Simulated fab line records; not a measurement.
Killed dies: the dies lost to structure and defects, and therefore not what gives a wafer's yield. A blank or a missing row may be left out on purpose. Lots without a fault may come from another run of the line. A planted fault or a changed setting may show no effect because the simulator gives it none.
What tool caused it? / flow nand harc / Sampling: 13 lots, 39 wafers, 5 of 1302 route steps

WHAT THE GAUGES READ, wafer by wafer
NHARC_END_SORT_01.
lot=L209; measured=day 29 09:04; on=prober-02; killed at array=140 39 141; killed at other=2 2 1; killed at periphery=2 3 1; killed dies=144 44 143; killed open=3 2 3; killed short=1 1 2
lot=L212; measured=day 29 02:09; on=prober-02; killed at array=62 55 167; killed at other=0 1 0; killed at periphery=5 3 5; killed dies=67 59 172; killed open=4 4 2; killed short=2 1 2

WHAT TOOL EACH LOT RAN ON (gives the tool, then ch and the chambers of the sampled wafers, and finally the start)
lot=L201; NHARC_A_STAIRCASE_STRIP_446=plasma asher-01 ch 0,1, day 19 03:14; NHARC_A_BONDPAD_PRE_CLEAN_26=pvd sputter-02, day 24 04:14 or earlier; NHARC_THIN_TSV_ANNEAL_52=rtp anneal-02 ch 0, day 24 04:14; NHARC_THIN_TSV_CMP_21=cmp-04 ch 1,2,3, day 24 04:35
lot=L202; NHARC_A_STAIRCASE_STRIP_446=plasma asher-01 ch 0,1, day 19 22:28; NHARC_A_BONDPAD_PRE_CLEAN_26=pvd sputter-02, day 24 13:32 or earlier; NHARC_THIN_TSV_ANNEAL_52=rtp anneal-02 ch 0, day 24 13:32; NHARC_THIN_TSV_CMP_21=cmp-03 ch 0,2,3, day 24 13:50
lot=L203; NHARC_A_STAIRCASE_STRIP_446=plasma asher-02 ch 0,1, day 20 01:22; NHARC_A_BONDPAD_PRE_CLEAN_26=pvd sputter-03, day 24 12:08 or earlier; NHARC_THIN_TSV_ANNEAL_52=rtp anneal-02 ch 0, day 24 12:08; NHARC_THIN_TSV_CMP_21=cmp-03 ch 1,2,3, day 24 12:28
lot=L207; NHARC_A_STAIRCASE_STRIP_446=plasma asher-02 ch 0,1, day 21 06:24; NHARC_A_BONDPAD_PRE_CLEAN_26=pvd sputter-03, day 26 06:39 or earlier; NHARC_THIN_TSV_ANNEAL_52=rtp anneal-01 ch 0, day 26 06:39; NHARC_THIN_TSV_CMP_21=cmp-03 ch 1,2,3, day 26 07:04
lot=L209; NHARC_A_STAIRCASE_STRIP_446=plasma asher-02 ch 0,1, day 23 12:03; NHARC_A_BONDPAD_PRE_CLEAN_26=pvd sputter-03, day 28 15:17 or earlier; NHARC_THIN_TSV_ANNEAL_52=rtp anneal-01 ch 0, day 28 15:17; NHARC_THIN_TSV_CMP_21=cmp-02 ch 0,2, day 28 15:40
lot=L212; NHARC_A_STAIRCASE_STRIP_446=plasma asher-02 ch 0,1, day 23 16:59; NHARC_A_BONDPAD_PRE_CLEAN_26=pvd sputter-01, day 28 16:46 or earlier; NHARC_THIN_TSV_ANNEAL_52=rtp anneal-01 ch 0, day 28 16:46; NHARC_THIN_TSV_CMP_21=cmp-04 ch 1,2,3, day 28 17:03
lot=L214; NHARC_A_STAIRCASE_STRIP_446=plasma asher-01 ch 0,1, day 26 01:00; NHARC_A_BONDPAD_PRE_CLEAN_26=pvd sputter-01, day 31 11:53 or earlier; NHARC_THIN_TSV_ANNEAL_52=rtp anneal-02 ch 0, day 31 11:53; NHARC_THIN_TSV_CMP_21=cmp-04 ch 0,1,3, day 31 12:14
lot=L218; NHARC_A_STAIRCASE_STRIP_446=plasma asher-01 ch 0,1, day 26 08:48; NHARC_A_BONDPAD_PRE_CLEAN_26=pvd sputter-01, day 31 08:11 or earlier; NHARC_THIN_TSV_ANNEAL_52=rtp anneal-02 ch 0, day 31 08:11; NHARC_THIN_TSV_CMP_21=cmp-03 ch 0,1,3, day 31 08:34
lot=L223; NHARC_A_STAIRCASE_STRIP_446=plasma asher-01 ch 0, day 27 20:14; NHARC_A_BONDPAD_PRE_CLEAN_26=pvd sputter-03, day 32 16:20 or earlier; NHARC_THIN_TSV_ANNEAL_52=rtp anneal-02 ch 0, day 32 16:20; NHARC_THIN_TSV_CMP_21=cmp-02 ch 0,1, day 32 16:37
lot=L221; NHARC_A_STAIRCASE_STRIP_446=plasma asher-02 ch 0,1, day 27 20:22; NHARC_A_BONDPAD_PRE_CLEAN_26=pvd sputter-03, day 32 17:33 or earlier; NHARC_THIN_TSV_ANNEAL_52=rtp anneal-01 ch 0, day 32 17:33; NHARC_THIN_TSV_CMP_21=cmp-04 ch 0,1,3, day 32 17:56
lot=L220; NHARC_A_STAIRCASE_STRIP_446=plasma asher-02 ch 0,1, day 28 02:56; NHARC_A_BONDPAD_PRE_CLEAN_26=pvd sputter-02, day 33 11:02 or earlier; NHARC_THIN_TSV_ANNEAL_52=rtp anneal-01 ch 0, day 33 11:02; NHARC_THIN_TSV_CMP_21=cmp-02 ch 0,1,2, day 33 11:25
lot=L222; NHARC_A_STAIRCASE_STRIP_446=plasma asher-02 ch 0,1, day 28 04:13; NHARC_A_BONDPAD_PRE_CLEAN_26=pvd sputter-01, day 32 20:49 or earlier; NHARC_THIN_TSV_ANNEAL_52=rtp anneal-02 ch 0, day 32 20:49; NHARC_THIN_TSV_CMP_21=cmp-04 ch 1,2, day 32 21:06
lot=L224; NHARC_A_STAIRCASE_STRIP_446=plasma asher-02 ch 0,1, day 28 12:38; NHARC_A_BONDPAD_PRE_CLEAN_26=pvd sputter-03, day 33 11:52 or earlier; NHARC_THIN_TSV_ANNEAL_52=rtp anneal-02 ch 0, day 33 11:52; NHARC_THIN_TSV_CMP_21=cmp-02 ch 1,2,3, day 33 12:18
- NHARC_A_STAIRCASE_STRIP_446: strips in O2.
- NHARC_A_BONDPAD_PRE_CLEAN_26: time 30 s.
- NHARC_THIN_TSV_ANNEAL_52: time 90 s.
- NHARC_THIN_TSV_CMP_21: polishes, t overpolish 30 s, target thk 2000 nm.

WHAT THE TOOLS THEMSELVES READ (means of the sampled wafers that have a number; where no wafer has one, the mark that the record gives instead)
NHARC_A_STAIRCASE_STRIP_446.
lot=L201; tool=plasma asher-01; drypump motor current A (A)=5.47; heater power w (W)=324
lot=L202; tool=plasma asher-01; drypump motor current A (A)=5.47; heater power w (W)=326
lot=L203; tool=plasma asher-02; drypump motor current A (A)=5.70; heater power w (W)=394
lot=L207; tool=plasma asher-02; drypump motor current A (A)=5.76; heater power w (W)=376
lot=L209; tool=plasma asher-02; drypump motor current A (A)=5.75; heater power w (W)=378
lot=L212; tool=plasma asher-02; drypump motor current A (A)=5.69; heater power w (W)=395
lot=L214; tool=plasma asher-01; drypump motor current A (A)=5.47; heater power w (W)=321
lot=L218; tool=plasma asher-01; drypump motor current A (A)=5.46; heater power w (W)=322
lot=L223; tool=plasma asher-01; drypump motor current A (A)=5.43; heater power w (W)=317
lot=L221; tool=plasma asher-02; drypump motor current A (A)=5.68; heater power w (W)=388
lot=L220; tool=plasma asher-02; drypump motor current A (A)=5.67; heater power w (W)=393
lot=L222; tool=plasma asher-02; drypump motor current A (A)=5.76; heater power w (W)=388
lot=L224; tool=plasma asher-02; drypump motor current A (A)=5.67; heater power w (W)=388

NHARC_A_BONDPAD_PRE_CLEAN_26.
lot=L201; tool=pvd sputter-02; heater power w (W)=417
lot=L202; tool=pvd sputter-02; heater power w (W)=430
lot=L203; tool=pvd sputter-03; heater power w (W)=388
lot=L207; tool=pvd sputter-03; heater power w (W)=382
lot=L209; tool=pvd sputter-03; heater power w (W)=363
lot=L212; tool=pvd sputter-01; heater power w (W)=445
lot=L214; tool=pvd sputter-01; heater power w (W)=452
lot=L218; tool=pvd sputter-01; heater power w (W)=463
lot=L223; tool=pvd sputter-03; heater power w (W)=388
lot=L221; tool=pvd sputter-03; heater power w (W)=390
lot=L220; tool=pvd sputter-02; heater power w (W)=432
lot=L222; tool=pvd sputter-01; heater power w (W)=454
lot=L224; tool=pvd sputter-03; heater power w (W)=378

NHARC_THIN_TSV_ANNEAL_52.
lot=L201; tool=rtp anneal-02; wafer_temp_C_max=225.9
lot=L202; tool=rtp anneal-02; wafer_temp_C_max=225.7
lot=L203; tool=rtp anneal-02; wafer_temp_C_max=225.8
lot=L207; tool=rtp anneal-01; wafer_temp_C_max=226.9
lot=L209; tool=rtp anneal-01; wafer_temp_C_max=226.7
lot=L212; tool=rtp anneal-01; wafer_temp_C_max=226.6
lot=L214; tool=rtp anneal-02; wafer_temp_C_max=225.7
lot=L218; tool=rtp anneal-02; wafer_temp_C_max=226.0
lot=L223; tool=rtp anneal-02; wafer_temp_C_max=225.9
lot=L221; tool=rtp anneal-01; wafer_temp_C_max=227.3
lot=L220; tool=rtp anneal-01; wafer_temp_C_max=226.2
lot=L222; tool=rtp anneal-02; wafer_temp_C_max=226.1
lot=L224; tool=rtp anneal-02; wafer_temp_C_max=226.0

NHARC_THIN_TSV_CMP_21.
lot=L201; tool=cmp-04; edge zone pressure frac=1.001; motor current A (A)=13.3; overpolish run s (s)=30.008
lot=L202; tool=cmp-03; edge zone pressure frac=0.999; motor current A (A)=11.5; overpolish run s (s)=30.003
lot=L203; tool=cmp-03; edge zone pressure frac=1.001; motor current A (A)=12.6; overpolish run s (s)=29.996
lot=L207; tool=cmp-03; edge zone pressure frac=1.001; motor current A (A)=12.3; overpolish run s (s)=30.002
lot=L209; tool=cmp-02; edge zone pressure frac=0.999; motor current A (A)=12.0; overpolish run s (s)=30.002
lot=L212; tool=cmp-04; edge zone pressure frac=1.000; motor current A (A)=12.8; overpolish run s (s)=29.998
lot=L214; tool=cmp-04; edge zone pressure frac=1.000; motor current A (A)=14.1; overpolish run s (s)=30.001
lot=L218; tool=cmp-03; edge zone pressure frac=0.998; motor current A (A)=11.6; overpolish run s (s)=29.994
lot=L223; tool=cmp-02; edge zone pressure frac=1.001; motor current A (A)=11.7; overpolish run s (s)=29.997
lot=L221; tool=cmp-04; edge zone pressure frac=0.996; motor current A (A)=13.8; overpolish run s (s)=29.999
lot=L220; tool=cmp-02; edge zone pressure frac=1.000; motor current A (A)=11.9; overpolish run s (s)=30.009
lot=L222; tool=cmp-04; edge zone pressure frac=1.003; motor current A (A)=12.7; overpolish run s (s)=29.999
lot=L224; tool=cmp-02; edge zone pressure frac=1.000; motor current A (A)=12.0; overpolish run s (s)=29.995

THE ANSWER, worked out from the rows above alone
Rule: the usual values come from the lots themselves. The widest of any qualifying gaps counts: lots, ordered by their means at a reading, are off when they make up no more than a third of the lots, leave a main group of 4 or more, and stand apart from it by 3 or more times the standard deviation of that group's means. A main group whose means are all the same, to the digits that the tables above print for the reading, isn't used. A lot without any number at a reading at which 4 lots or more have one is off too. Any other lot the step has rows for is counted as sound. The gauges are gone through in route order, then the tools' own readings, and for those a lot's mean is taken as printed above. The first step at which some lot is off is used, and at that step the reading that is off furthest; a lot without a number counts as furthest.
Across all readings shown, no lot is off: no conclusion can be drawn from this.

WHAT WAS PUT IN BY THE SIMULATOR
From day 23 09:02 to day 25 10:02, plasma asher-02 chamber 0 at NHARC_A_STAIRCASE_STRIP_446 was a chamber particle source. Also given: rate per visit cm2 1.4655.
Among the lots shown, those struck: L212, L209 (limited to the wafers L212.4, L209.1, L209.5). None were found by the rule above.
